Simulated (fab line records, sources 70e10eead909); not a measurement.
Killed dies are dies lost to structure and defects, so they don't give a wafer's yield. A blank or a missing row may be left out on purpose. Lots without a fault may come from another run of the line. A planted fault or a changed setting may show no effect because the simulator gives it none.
Chamber matching | flow nand_harc | NHARC_A_CHANNEL_FILL_D1_STRIP_28 on rie_diel-01: 4 sister chambers
The step strips in O2, time 20 s. 4 wafers are shown with their chamber, then 7 later ones without.

WAFERS WITH THEIR CHAMBER
wafer  | chamber | drypump_motor_current_A (A)
L101.6 | 0       | 5.4
L104.5 | 3       | 6.6
L116.3 | 1       | 6.4
L116.4 | 2       | 5.8

WAFERS WITHOUT THEIR CHAMBER
wafer  | drypump_motor_current_A (A)
L116.5 | 5.8
L118.1 | 6.5
L118.3 | 5.3
L118.5 | 6.6
L119.2 | 6.6
L119.3 | 6.5
L119.6 | 5.8

WHICH CHAMBER EACH WENT THROUGH
wafer  | from the rows above     | in truth
L116.5 | 2                       | 2
L118.1 | can't be placed: 1 or 3 | 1
L118.3 | 0                       | 0
L118.5 | 3                       | 3
L119.2 | 3                       | 3
L119.3 | can't be placed: 1 or 3 | 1
L119.6 | 2                       | 2
Placed correctly: 5 of 7. Can't be placed from these rows: 2 (the true chamber is among the candidates in 2). Placed wrongly: 0.
How it was worked out, from the rows above alone: a wafer's distance from a chamber is the root of the sum, over the readings, of the square of ((its reading less the chamber's mean) divided by the reading's scatter). The wafer belongs to the nearest chamber; if the next one is less than 2 further off, it can't be placed. A chamber's mean is the mean of its shown wafers. The scatter: with one shown wafer a chamber, the root of the mean of the squares of how far each hidden wafer lies from its nearest shown one.
